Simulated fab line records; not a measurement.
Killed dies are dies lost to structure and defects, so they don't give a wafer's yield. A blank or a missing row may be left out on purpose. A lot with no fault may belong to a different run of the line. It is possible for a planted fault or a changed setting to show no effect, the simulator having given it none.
fab line records + flow n5Finfet + part 2 of 2: steps 5 to 6 of 6
[record]
- lots = 24
- wafers = 72
- lastDay = 18
route steps=1938 shown BEOL_M2@855
lots with no fault: from the same line, run without faults
startH: the number of hours between the record's first day and the start of the first shown wafer of the lot + waitH: how many hours have passed since the lot's step before this one + " same as the row above + L1.1+2: a single row standing in for several wafers + - value missing, or start not given + * or withheld: withheld + < > ~ a bound
route shown NAME@n: a module of which the file shows steps, and the number in the route of the first + usual: the fault-free wafers' mean and standard deviation + same: alike in all rows + chamber/n: place in a boat + sites: each site's reading + _std_site: the standard deviation of these + _edge_site: inner sites' mean taken away from outer sites' mean + radiusMm: how far each site lies from the wafer's centre + mask NAME#n: copy n + behind: the most recent tool/chamber to have shaped the wafer + hold: reason for holding the lot/hours on hold/outcome of the hold + device: whichever transistor did not switch (one of n, p or np) + end of line: tests run on the same wafers once the route is complete + a step given without rows: its recipe and nothing more + killed: the dies lost at the first sort to structure and to defects; this is not the yield of the wafer + map: a wafer's dies, x killed, . not, _ none there
set.NAME: the setting as run; set.NAME@STEP: as run at that earlier step + model.NAME: the simulator's own value behind a step, which no gauge read
steps of the route over a sample of lots; a table a step, a row a wafer
services: when a tool's chamber went out of use (startH, in hours from the record's first day, below 0 if earlier), for how many hours, and the reason
[[steps]]
[step N5_BEOL_M2_TRENCH_ETCH_37]
[recipe]
- chemistry = C4F6/O2
- targetDepthA = 555.55
- target = SiOC
- timeS = 29.2
- ionEnergyEv = 250
- pressureMtorr = 30
- sourceW = 355
- biasW = 185
- Ar_flow_sccm = 300
- C4F6_flow_sccm = 10
- O2_flow_sccm = 10
[usual]
- chamberPressureMTorr = 29.999/0.029
- drypumpMotorCurrentA = 5.5/0.59
- oesProductAu = 0.79/0.09
- rfVppV = 668/8.5
- showerheadPlenumPTorr = 2.82/0.081
- throttleValvePct = 20.83/0.27
| lot.wafer | tool       | chamber | startH | waitH | chamberPressureMTorr | drypumpMotorCurrentA | oesProductAu | rfHoursCounterH | rfVppV | showerheadPlenumPTorr | throttleValvePct |
|-----------|------------|---------|--------|-------|----------------------|----------------------|--------------|-----------------|--------|-----------------------|------------------|
| L074.2    | rieDiel-01 | 3       | -      | -     | 29.986               | 5.2                  | 0.68         | 231             | 681    | 2.80                  | 20.88            |
| L074.4    | "          | 1       | "      | "     | 29.999               | 5.0                  | 0.75         | 144             | 667    | 2.83                  | 20.70            |
| L074.6    | "          | 2       | "      | "     | 30.054               | 6.5                  | 0.87         | -               | 659    | 2.91                  | 20.49            |
| L075.1    | rieDiel-06 | 2       | -      | -     | 30.024               | 6.7                  | 0.67         | 234             | 660    | 2.70                  | 20.82            |
| L075.4    | "          | 0       | "      | "     | 29.983               | 5.6                  | 0.78         | 152             | 665    | 2.88                  | 21.02            |
| L075.6    | "          | 3       | "      | "     | 30.012               | 5.4                  | 0.69         | -               | 676    | 2.73                  | 21.13            |
| L076.3    | rieDiel-06 | 1       | -      | -     | 29.995               | 4.9                  | 0.77         | 143             | 657    | 2.77                  | 21.29            |
| L076.5    | "          | 3       | "      | "     | 29.966               | 5.4                  | 0.69         | -               | 677    | 2.73                  | 21.12            |
| L076.6    | "          | 0       | "      | "     | 29.999               | 5.6                  | 0.78         | -               | 667    | 2.88                  | 21.03            |
| L077.2    | rieDiel-01 | 3       | -      | -     | 29.988               | 5.2                  | 0.67         | 247             | 680    | 2.79                  | 20.90            |
| L077.4    | "          | 2       | "      | "     | 30.006               | 6.4                  | 0.85         | 65              | 659    | 2.91                  | 20.50            |
| L077.5    | "          | 2       | "      | "     | 30.036               | 6.5                  | 0.84         | -               | 659    | 2.91                  | 20.50            |
| L078.1    | rieDiel-01 | 3       | -      | -     | 30.038               | 5.2                  | 0.68         | 247             | 681    | 2.79                  | 20.91            |
| L078.3    | "          | 0       | "      | "     | 29.993               | 4.9                  | 0.81         | 107             | 674    | 2.75                  | 20.88            |
| L078.4    | "          | 2       | "      | "     | 29.973               | 6.5                  | 0.85         | 65              | 658    | 2.91                  | 20.50            |
| L079.1    | rieDiel-01 | 0       | -      | -     | 29.998               | 4.9                  | 0.80         | 111             | 673    | 2.74                  | 20.89            |
| L079.3    | "          | 1       | "      | "     | 29.974               | 5.1                  | 0.74         | 164             | 667    | 2.82                  | 20.71            |
| L079.4    | "          | 1       | "      | "     | 30.055               | 5.1                  | 0.74         | -               | 668    | 2.82                  | 20.72            |
| L080.2    | rieDiel-05 | 2       | -      | -     | 30.059               | 5.5                  | 0.67         | 246             | 684    | 2.92                  | 20.72            |
| L080.3    | "          | 1       | "      | "     | 30.031               | 5.8                  | 0.71         | 242             | 668    | 2.82                  | 21.07            |
| L080.6    | "          | 3       | "      | "     | 30.030               | 6.0                  | 0.72         | -               | 672    | 2.94                  | 21.24            |
| L082.4    | rieDiel-05 | 0       | -      | -     | 29.974               | 6.1                  | 0.87         | 43              | 659    | 2.79                  | 20.54            |
| L082.5    | "          | 1       | "      | "     | 29.979               | 5.8                  | 0.70         | -               | 668    | 2.82                  | 21.07            |
| L082.6    | "          | 2       | "      | "     | 29.999               | 5.6                  | 0.66         | -               | 683    | 2.92                  | 20.73            |
| L081.3    | rieDiel-01 | 2       | -      | -     | 30.011               | 6.5                  | 0.84         | 71              | 658    | 2.90                  | 20.51            |
| L081.5    | "          | 2       | "      | "     | 29.950               | 6.5                  | 0.83         | -               | 657    | 2.90                  | 20.52            |
| L081.6    | "          | 0       | "      | "     | 29.964               | 4.9                  | 0.80         | -               | 674    | 2.74                  | 20.89            |
| L085.2    | rieDiel-01 | 2       | -      | -     | 30.013               | 6.4                  | 0.83         | 78              | 657    | 2.90                  | 20.51            |
| L085.3    | "          | 0       | "      | "     | 29.951               | 4.9                  | 0.79         | 119             | 675    | 2.74                  | 20.88            |
| L085.5    | "          | 0       | "      | "     | 29.985               | 4.9                  | 0.79         | -               | 675    | 2.74                  | 20.88            |
| L083.4    | rieDiel-01 | 0       | -      | -     | 29.983               | 4.9                  | 0.81         | 119             | 674    | 2.74                  | 20.90            |
| L083.5    | "          | 2       | "      | "     | 30.040               | 6.3                  | 0.83         | -               | 659    | 2.90                  | 20.52            |
| L083.6    | "          | 1       | "      | "     | 30.030               | 5.1                  | 0.73         | -               | 668    | 2.82                  | 20.74            |
| L084.3    | rieDiel-01 | 0       | -      | -     | 29.988               | 4.9                  | 0.80         | 119             | 675    | 2.74                  | 20.90            |
| L084.4    | "          | 1       | "      | "     | 30.027               | 5.1                  | 0.73         | 172             | 667    | 2.82                  | 20.72            |
| L084.5    | "          | 0       | "      | "     | 30.029               | 4.9                  | 0.79         | -               | 675    | 2.74                  | 20.90            |
| L086.1    | rieDiel-06 | 2       | -      | -     | 29.965               | 6.6                  | 1.01         | 2               | 671    | 3.03                  | 20.53            |
| L086.3    | "          | 3       | "      | "     | 30.031               | 5.4                  | 0.68         | 235             | 676    | 2.71                  | 21.17            |
| L086.5    | "          | 3       | "      | "     | 30.023               | 5.4                  | 0.67         | -               | 675    | 2.71                  | 21.17            |
| L088.2    | rieDiel-06 | 2       | -      | -     | 30.004               | 6.6                  | 1.01         | 2               | 669    | 3.03                  | 20.51            |
| L088.4    | "          | 0       | "      | "     | 30.030               | 5.6                  | 0.76         | 181             | 666    | 2.87                  | 21.06            |
| L088.5    | "          | 0       | "      | "     | 29.981               | 5.6                  | 0.76         | -               | 667    | 2.87                  | 21.06            |
| L087.1    | rieDiel-01 | 0       | -      | -     | 29.972               | 4.9                  | 0.79         | 123             | 674    | 2.74                  | 20.89            |
| L087.3    | "          | 2       | "      | "     | 30.038               | 6.4                  | 0.83         | 83              | 657    | 2.90                  | 20.53            |
| L087.6    | "          | 3       | "      | "     | 30.009               | 5.2                  | 0.96         | -               | 680    | 2.79                  | 20.56            |
| L089.4    | rieDiel-01 | 2       | -      | -     | 30.005               | 6.4                  | 0.82         | 85              | 659    | 2.90                  | 20.52            |
| L089.5    | "          | 1       | "      | "     | 29.974               | 5.1                  | 0.73         | -               | 667    | 2.82                  | 20.75            |
| L089.6    | "          | 0       | "      | "     | 30.017               | 4.9                  | 0.79         | -               | 674    | 2.74                  | 20.91            |
| L090.1    | rieDiel-06 | 2       | -      | -     | 30.002               | 6.7                  | 0.97         | 14              | 670    | 3.03                  | 20.54            |
| L090.3    | "          | 3       | "      | "     | 29.991               | 5.4                  | 0.67         | 247             | 675    | 2.71                  | 21.19            |
| L090.5    | "          | 1       | "      | "     | 29.942               | 4.8                  | 0.73         | -               | 653    | 2.75                  | 21.37            |
| L091.3    | rieDiel-01 | 1       | -      | -     | 29.973               | 5.1                  | 0.72         | 186             | 667    | 2.82                  | 20.75            |
| L091.5    | "          | 2       | "      | "     | 30.030               | 6.4                  | 0.81         | -               | 659    | 2.89                  | 20.54            |
| L091.6    | "          | 3       | "      | "     | 30.022               | 5.2                  | 0.94         | -               | 680    | 2.78                  | 20.57            |
| L093.2    | rieDiel-01 | 1       | -      | -     | 30.036               | 5.1                  | 0.71         | 187             | 667    | 2.81                  | 20.77            |
| L093.3    | "          | 3       | "      | "     | 29.951               | 5.2                  | 0.93         | 17              | 680    | 2.78                  | 20.58            |
| L093.5    | "          | 0       | "      | "     | 30.025               | 4.9                  | 0.78         | -               | 674    | 2.73                  | 20.93            |
| L092.2    | rieDiel-06 | 1       | -      | -     | 29.965               | 4.9                  | 0.73         | 187             | 655    | 2.75                  | 21.36            |
| L092.3    | "          | 1       | "      | "     | 29.968               | 4.8                  | 0.74         | -               | 654    | 2.75                  | 21.36            |
| L092.6    | "          | 1       | "      | "     | 29.971               | 4.9                  | 0.74         | -               | 653    | 2.75                  | 21.37            |
| L094.1    | rieDiel-01 | 0       | -      | -     | 29.998               | 4.9                  | 0.78         | 139             | 673    | 2.73                  | 20.93            |
| L094.5    | "          | 0       | "      | "     | 30.022               | 4.9                  | 0.77         | -               | 672    | 2.73                  | 20.91            |
| L094.6    | "          | 1       | "      | "     | 29.986               | 5.1                  | 0.71         | -               | 667    | 2.81                  | 20.75            |
| L095.1    | rieDiel-01 | 0       | -      | -     | 29.948               | 4.9                  | 0.77         | 144             | 673    | 2.73                  | 20.92            |
| L095.4    | "          | 2       | "      | "     | 29.986               | 6.5                  | 0.80         | 102             | 658    | 2.89                  | 20.56            |
| L095.5    | "          | 2       | "      | "     | 30.014               | 6.4                  | 0.80         | -               | 658    | 2.89                  | 20.55            |
| L096.1    | rieDiel-05 | 3       | -      | -     | 30.015               | 6.0                  | 0.69         | 238             | 670    | 2.92                  | 21.28            |
| L096.2    | "          | 0       | "      | "     | 30.003               | 6.1                  | 0.83         | 70              | 659    | 2.78                  | 20.58            |
| L096.5    | "          | 3       | "      | "     | 30.001               | 6.0                  | 0.69         | -               | 671    | 2.92                  | 21.30            |
| L097.2    | rieDiel-06 | 3       | -      | -     | 30.070               | 5.4                  | 0.94         | 4               | 685    | 3.05                  | 20.94            |
| L097.3    | "          | 0       | "      | "     | 29.994               | 5.6                  | 0.75         | 195             | 665    | 2.86                  | 21.08            |
| L097.5    | "          | 1       | "      | "     | 29.986               | 4.9                  | 0.73         | -               | 656    | 2.74                  | 21.38            |
[step N5_BEOL_M2_OCD_MEAS_38]
[usual]
- trenchDepthNm = 55.6/0.84
| lot.wafer | tool   | chamber | startH | waitH | trenchDepthNm |
|-----------|--------|---------|--------|-------|---------------|
| L074.2    | ocd-01 | -       | 133.88 | -     | 54.0          |
| L074.4    | "      | -       | "      | "     | 55.1          |
| L074.6    | "      | -       | "      | "     | 57.5          |
| L075.1    | ocd-01 | -       | 146.52 | -     | 54.9          |
| L075.4    | "      | -       | "      | "     | 57.1          |
| L075.6    | "      | -       | "      | "     | 54.4          |
| L076.3    | ocd-02 | -       | 154.65 | -     | 56.2          |
| L076.5    | "      | -       | "      | "     | 55.1          |
| L076.6    | "      | -       | "      | "     | 56.9          |
| L077.2    | ocd-02 | -       | 174.33 | -     | 54.1          |
| L077.4    | "      | -       | "      | "     | 56.4          |
| L077.5    | "      | -       | "      | "     | 56.9          |
| L078.1    | ocd-02 | -       | 174.81 | -     | 54.5          |
| L078.3    | "      | -       | "      | "     | 55.9          |
| L078.4    | "      | -       | "      | "     | 56.4          |
| L079.1    | ocd-01 | -       | 184.32 | -     | 54.8          |
| L079.3    | "      | -       | "      | "     | 54.7          |
| L079.4    | "      | -       | "      | "     | 54.9          |
| L080.2    | ocd-02 | -       | 184.72 | -     | 54.0          |
| L080.3    | "      | -       | "      | "     | 55.5          |
| L080.6    | "      | -       | "      | "     | 55.3          |
| L082.4    | ocd-02 | -       | 187.43 | -     | 54.9          |
| L082.5    | "      | -       | "      | "     | 54.2          |
| L082.6    | "      | -       | "      | "     | 53.8          |
| L081.3    | ocd-01 | -       | 190.18 | -     | 56.1          |
| L081.5    | "      | -       | "      | "     | 56.8          |
| L081.6    | "      | -       | "      | "     | 55.8          |
| L085.2    | ocd-01 | -       | 204.23 | -     | 56.8          |
| L085.3    | "      | -       | "      | "     | 55.4          |
| L085.5    | "      | -       | "      | "     | 55.8          |
| L083.4    | ocd-01 | -       | 204.71 | -     | 55.9          |
| L083.5    | "      | -       | "      | "     | 56.4          |
| L083.6    | "      | -       | "      | "     | 55.2          |
| L084.3    | ocd-02 | -       | 207.67 | -     | 55.9          |
| L084.4    | "      | -       | "      | "     | 55.7          |
| L084.5    | "      | -       | "      | "     | 55.1          |
| L086.1    | ocd-01 | -       | 214.53 | -     | 55.9          |
| L086.3    | "      | -       | "      | "     | 54.2          |
| L086.5    | "      | -       | "      | "     | 54.2          |
| L088.2    | ocd-01 | -       | 215.00 | -     | 56.2          |
| L088.4    | "      | -       | "      | "     | 56.1          |
| L088.5    | "      | -       | "      | "     | 56.4          |
| L087.1    | ocd-02 | -       | 219.62 | -     | 56.3          |
| L087.3    | "      | -       | "      | "     | 56.5          |
| L087.6    | "      | -       | "      | "     | 55.5          |
| L089.4    | ocd-02 | -       | 227.76 | -     | 56.4          |
| L089.5    | "      | -       | "      | "     | 55.6          |
| L089.6    | "      | -       | "      | "     | 55.4          |
| L090.1    | ocd-02 | -       | 243.05 | -     | 55.4          |
| L090.3    | "      | -       | "      | "     | 54.4          |
| L090.5    | "      | -       | "      | "     | 55.0          |
| L091.3    | ocd-01 | -       | 246.36 | -     | 54.8          |
| L091.5    | "      | -       | "      | "     | 56.2          |
| L091.6    | "      | -       | "      | "     | 55.4          |
| L093.2    | ocd-01 | -       | 250.69 | -     | 55.0          |
| L093.3    | "      | -       | "      | "     | 55.1          |
| L093.5    | "      | -       | "      | "     | 55.6          |
| L092.2    | ocd-02 | -       | 260.66 | -     | 55.7          |
| L092.3    | "      | -       | "      | "     | 55.5          |
| L092.6    | "      | -       | "      | "     | 55.4          |
| L094.1    | ocd-01 | -       | 263.81 | -     | 55.1          |
| L094.5    | "      | -       | "      | "     | 54.9          |
| L094.6    | "      | -       | "      | "     | 54.6          |
| L095.1    | ocd-02 | -       | 275.60 | -     | 55.3          |
| L095.4    | "      | -       | "      | "     | 56.7          |
| L095.5    | "      | -       | "      | "     | 57.1          |
| L096.1    | ocd-01 | -       | 276.43 | -     | 54.5          |
| L096.2    | "      | -       | "      | "     | 55.5          |
| L096.5    | "      | -       | "      | "     | 54.9          |
| L097.2    | ocd-01 | -       | 279.00 | -     | 56.0          |
| L097.3    | "      | -       | "      | "     | 56.3          |
| L097.5    | "      | -       | "      | "     | 55.9          |
[[services]]
| tool       | chamber | startH | hours | kind                         |
|------------|---------|--------|-------|------------------------------|
| rieDiel-05 | -       | 147.49 | 16.3  | repair                       |
| rieDiel-01 | 1       | 164.18 | 2.6   | repair                       |
| aldSin-02  | -       | 176.75 | 14.0  | pm                           |
| aldSin-01  | -       | 178.71 | 0.8   | pm                           |
| rieDiel-01 | 3       | 181.79 | -     | clean                        |
| rieDiel-01 | 3       | 181.79 | -     | consumableReplace:focusRing  |
| rieDiel-01 | 3       | 181.79 | 19.2  | scheduledDown                |
| rieDiel-01 | 3       | 181.79 | 19.2  | ventCycle                    |
| rieDiel-06 | 2       | 186.97 | -     | clean                        |
| rieDiel-06 | 2       | 186.97 | -     | consumableReplace:focusRing  |
| rieDiel-06 | 2       | 186.97 | -     | consumableReplace:showerhead |
| rieDiel-06 | 2       | 186.97 | 13.7  | scheduledDown                |
| rieDiel-06 | 2       | 186.97 | 13.7  | ventCycle                    |
| aldSin-01  | 1       | 195.26 | 18.3  | repair                       |
| rieDiel-05 | -       | 220.37 | 0.1   | repair                       |
| aldSin-02  | 0       | 240.32 | 5.2   | repair                       |
| rieDiel-05 | -       | 242.12 | 2.8   | pm                           |
| rieDiel-05 | 0       | 249.32 | 13.7  | repair                       |
| rieDiel-06 | 3       | 249.67 | -     | clean                        |
| rieDiel-06 | 3       | 249.67 | -     | consumableReplace:focusRing  |
| rieDiel-06 | 3       | 249.67 | -     | consumableReplace:showerhead |
| rieDiel-06 | 3       | 249.67 | 21.2  | scheduledDown                |
| aldSin-02  | -       | 264.22 | 0.4   | repair                       |
| rieDiel-01 | 1       | 266.36 | 5.0   | repair                       |
